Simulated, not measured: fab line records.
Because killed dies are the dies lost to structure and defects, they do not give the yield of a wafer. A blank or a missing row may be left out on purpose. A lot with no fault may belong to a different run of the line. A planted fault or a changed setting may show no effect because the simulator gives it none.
Split-lot study    flow n5 finfet    route with 1938 steps; 7 lots, 39 wafers read

== ON THE SPLIT ==
At N5_HKMG_FIN_ETCH_58 (etches SOC in N2/H2, target depth 215.8 nm, time 741 s), the setting source w was moved away from the recipe's 875 W on 12 of the 39 wafers read, by -18.3% to +10.7%. For the rest of the wafers, this setting stayed at what the recipe calls for.

The reading comes from the split's own step.

== THE READING ==
rf vpp V, in V, at N5_HKMG_FIN_ETCH_58 (etches SOC in N2/H2, target depth 215.8 nm, time 741 s). A value of 99.0 V with a standard deviation of 0.89 V is what fault-free wafers of this fab line usually give.

wafer   tool, chamber at the split  source w as run, W  against the recipe  rf vpp V, V  against lot-mates on the recipe
L074.1  rie diel-01, 1              803                 -8.2%               102.8        +3.4
L074.2  rie diel-01, 3              875                 recipe              98.7         -
L074.3  rie diel-01, 0              875                 recipe              99.2         -
L074.4  rie diel-01, 2              803                 -8.2%               101.6        +2.2
L074.5  rie diel-01, 0              875                 recipe              100.4        -
L074.6  rie diel-01, 1              803                 -8.2%               103.5        +4.1
L078.1  rie diel-05, 1              875                 recipe              98.6         -
L078.2  rie diel-05, 0              875                 recipe              99.7         -
L078.3  rie diel-05, 2              968.3               +10.7%              96.3         -3.0
L078.4  rie diel-05, 3              968.3               +10.7%              95.5         -3.8
L078.5  rie diel-05, 1              968.3               +10.7%              94.3         -5.0
L078.6  rie diel-05, 2              875                 recipe              99.7         -
L085.2  rie diel-04, 2              875                 recipe              99.5         -
L085.4  rie diel-04, 0              875                 recipe              99.4         -
L085.5  rie diel-04, 3              875                 recipe              99.6         -
L086.1  rie diel-05, 0              875                 recipe              99.2         -
L086.2  rie diel-05, 1              875                 recipe              98.1         -
L086.3  rie diel-05, 3              875                 recipe              97.3         -
L086.4  rie diel-05, 2              875                 recipe              100.2        -
L086.5  rie diel-05, 2              875                 recipe              100.5        -
L086.6  rie diel-05, 3              875                 recipe              98.9         -
L090.1  rie diel-01, 3              875                 recipe              97.7         -
L090.2  rie diel-01, 0              875                 recipe              98.1         -
L090.3  rie diel-01, 1              955                 +9.1%               95.5         -2.5
L090.4  rie diel-01, 2              955                 +9.1%               96.2         -1.8
L090.5  rie diel-01, 3              875                 recipe              98.3         -
L090.6  rie diel-01, 0              955                 +9.1%               96.0         -2.0
L095.1  rie diel-05, 2              875                 recipe              99.8         -
L095.2  rie diel-05, 0              715                 -18.3%              106.0        +6.5
L095.3  rie diel-05, 3              875                 recipe              98.8         -
L095.4  rie diel-05, 1              715                 -18.3%              105.6        +6.1
L095.5  rie diel-05, 2              875                 recipe              99.9         -
L095.6  rie diel-05, 1              715                 -18.3%              106.0        +6.5
L097.1  rie diel-01, 0              875                 recipe              98.8         -
L097.2  rie diel-01, 1              875                 recipe              99.7         -
L097.3  rie diel-01, 2              875                 recipe              98.2         -
L097.4  rie diel-01, 0              875                 recipe              96.9         -
L097.5  rie diel-01, 1              875                 recipe              99.5         -
L097.6  rie diel-01, 2              875                 recipe              99.6         -

FIT RESULTS
A straight line over all 39 wafers: rf vpp V changes by -0.37 V for each +1% of source w; r = -0.95; the points scatter about the line by 0.86 V.
The same after taking each lot's own level away (the mean of its wafers on the recipe; 39 wafers): -0.34 V for each +1%; r = -0.95; scatter 0.81 V.
The reading moves by 6.2 V for the largest change in source w, on that fit.
The span of the lots' own levels, 98.03 to 99.50 V, comes to 1.6 times the standard deviation stated above.
So the lot-to-lot level changes the slope little: the two slopes agree.
Check: with one of the wafers moved furthest among these (-18.3%) left out of the fit, the line predicts +6.27 V for it against its lot-mates. Against them it came out at +6.5 V.
Tool readings at the split's step, against how far the setting was moved: rf vpp V r = -0.95.

== THE OTHER SPLITS THESE WAFERS WENT THROUGH ==
These wafers also went through other splits before the reading. Each is held against what the fit with the lots' levels taken away leaves over:
other split on the same wafers       wafers away from the commonest value  r with rf vpp V (lot level and that fit taken away)
N5_ZERO_LAYER_PECVD_02 target thk a  12                                    +0.12
N5_WELL_APT_IMPLANT_15 energy kev    9                                     +0.26
N5_FIN_SAQP_HM_DEP_72 time s         18                                    -0.40
N5_DUMMY_GATE_EXPOSE_12 dose mj      15                                    +0.06

== THE WHOLE CHAIN: every reading that the file lists as answering this split, in the file's order ==
step                 what it does                                            reading                                                                          change (the file's fit)               r (the file's)
N5_HKMG_FIN_ETCH_58  etches SOC in N2/H2, target depth 215.8 nm, time 741 s  rf vpp V                                                                         -0.341 V for each +1% of the setting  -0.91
N5_HKMG_FIN_ETCH_58  etches SOC in N2/H2, target depth 215.8 nm, time 741 s  HKMG_FIN.feature depth nm (the simulator's own value, which no gauge read)       +2.2 nm for each +1% of the setting   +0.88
N5_HKMG_FIN_ETCH_58  etches SOC in N2/H2, target depth 215.8 nm, time 741 s  SOC_of_HKMG_FIN_COAT_41.thk nm (the simulator's own value, which no gauge read)  -2.18 nm for each +1% of the setting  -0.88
N5_HKMG_FIN_ETCH_58  etches SOC in N2/H2, target depth 215.8 nm, time 741 s  etch.depth nm (the simulator's own value, which no gauge read)                   +2.2 nm for each +1% of the setting   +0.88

== FILE'S OWN FIT ==
rf vpp V changes by -0.341 V for each +1% of source w, r = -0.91.
